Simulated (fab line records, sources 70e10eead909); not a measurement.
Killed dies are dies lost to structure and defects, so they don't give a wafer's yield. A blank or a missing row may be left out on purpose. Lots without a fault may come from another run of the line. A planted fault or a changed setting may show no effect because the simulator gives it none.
A struck lot beside a sound one | flow nand_harc | 13 steps out of a route of 1159
Sound: wafers L960.2, L960.3, L960.6. Struck: wafers L961.2, L961.3, L961.4. The cause comes at the end.
At each step with rows: each side's tool, then ch and its chambers, then its first start. Under that, the readings that differ: sound wafers | struck wafers | difference of the means | sigmas: that difference in standard deviations of wafers without a fault.
alike: readings whose means differ by less than 2 such deviations, and words and numbers that are the same on both sides. not compared: withheld readings, readings that some wafer has no value for, bounds like >300 that may hide the same value, and numbers for which the record gives no deviation and whose values overlap.
The two part at a step that has a row with sigmas, a row that says differs or no value, or rows on one side only. Numbers that don't overlap but have no deviation are shown without sigmas and don't part them. A reading that every wafer of one side lacks parts them only if that side has two wafers or more.

NHARC_THIN_TSV_CMP_21: polishes, t overpolish 30 s, target thk 2000 nm.
  sound on cmp-04 ch 1,2,3, day 21 22:30; struck on cmp-04 ch 0,2,3, day 21 23:31
  alike: motor_current_A, overpolish_run_s, slurry_flow_ml_min
then, 1 step without rows for these wafers: NHARC_THIN_TSV_SRD_23.
NHARC_THIN_TSV_DEGAS_53: time 60 s.
  sound on pvd_sputter-02, day 21 23:23; struck on pvd_sputter-02, day 22 02:10
  alike: heater_power_w
NHARC_THIN_TSV_PRE_CLEAN_54: time 30 s.
  sound on pvd_sputter-02, day 21 23:41; struck on pvd_sputter-02, day 22 03:04
  alike: heater_power_w
then, 7 steps without rows for these wafers: NHARC_THIN_TSV_PVD_55 (deposits TiN, target thk 50 nm); NHARC_THIN_TSV_PVD_24 (deposits Al, target thk 800 nm); NHARC_THIN_TSV_DEHYDRATE_25 (time 120 s); NHARC_THIN_TSV_HMDS_26 (time 30 s); NHARC_THIN_TSV_COAT_27; NHARC_THIN_TSV_SOFTBAKE_28 (time 95 s); NHARC_THIN_TSV_EBR_29.
NHARC_THIN_TSV_EXPOSE_30: exposes mask PAD.
  sound on krf_scanner-02 ch 0, day 22 03:02; struck on krf_scanner-02, day 22 04:35
  no value came back on the struck wafers for exposure_dose_mJ_cm2, focus_offset_nm (nm), reticle_temp_C (C); on the sound wafers exposure_dose_mJ_cm2 reads 11.482 11.474 11.490
  alike: mask
then, 1 step without rows for these wafers: NHARC_THIN_TSV_PEB_31 (peb time 85 s).

WHERE THEY PART
Only at NHARC_THIN_TSV_EXPOSE_30, within this record.

WHY: what the simulator had put in
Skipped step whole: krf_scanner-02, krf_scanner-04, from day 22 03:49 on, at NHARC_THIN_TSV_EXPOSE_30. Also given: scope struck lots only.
